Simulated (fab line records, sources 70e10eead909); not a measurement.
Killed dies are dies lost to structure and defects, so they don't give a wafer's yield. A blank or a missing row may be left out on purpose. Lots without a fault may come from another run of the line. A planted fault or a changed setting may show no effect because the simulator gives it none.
Chamber matching | flow nand_harc | NHARC_A_STAIRCASE_DESCUM_219 on rie_diel-03: 4 sister chambers
The step chemistry O2, time 3 s. 4 wafers are shown with their chamber, then 10 later ones without.

WAFERS WITH THEIR CHAMBER
wafer  | chamber | showerhead_plenum_p_Torr (Torr)
L091.1 | 2       | 2.07
L091.5 | 3       | 1.88
L093.1 | 0       | 1.87
L093.3 | 1       | 1.96

WAFERS WITHOUT THEIR CHAMBER
wafer  | showerhead_plenum_p_Torr (Torr)
L093.6 | 1.87
L094.1 | 1.87
L094.4 | 2.06
L094.5 | 1.96
L096.2 | 2.06
L096.4 | 1.88
L096.6 | 2.06
L097.1 | 1.86
L097.3 | 1.96
L097.5 | 1.96

WHICH CHAMBER EACH WENT THROUGH
wafer  | from the rows above     | in truth
L093.6 | can't be placed: 0 or 3 | 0
L094.1 | can't be placed: 0 or 3 | 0
L094.4 | 2                       | 2
L094.5 | 1                       | 1
L096.2 | 2                       | 2
L096.4 | can't be placed: 3 or 0 | 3
L096.6 | 2                       | 2
L097.1 | can't be placed: 0 or 3 | 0
L097.3 | 1                       | 1
L097.5 | 1                       | 1
Placed correctly: 6 of 10. Can't be placed from these rows: 4 (the true chamber is among the candidates in 4). Placed wrongly: 0.
How it was worked out, from the rows above alone: a wafer's distance from a chamber is the root of the sum, over the readings, of the square of ((its reading less the chamber's mean) divided by the reading's scatter). The wafer belongs to the nearest chamber; if the next one is less than 2 further off, it can't be placed. A chamber's mean is the mean of its shown wafers. The scatter: with one shown wafer a chamber, the root of the mean of the squares of how far each hidden wafer lies from its nearest shown one.
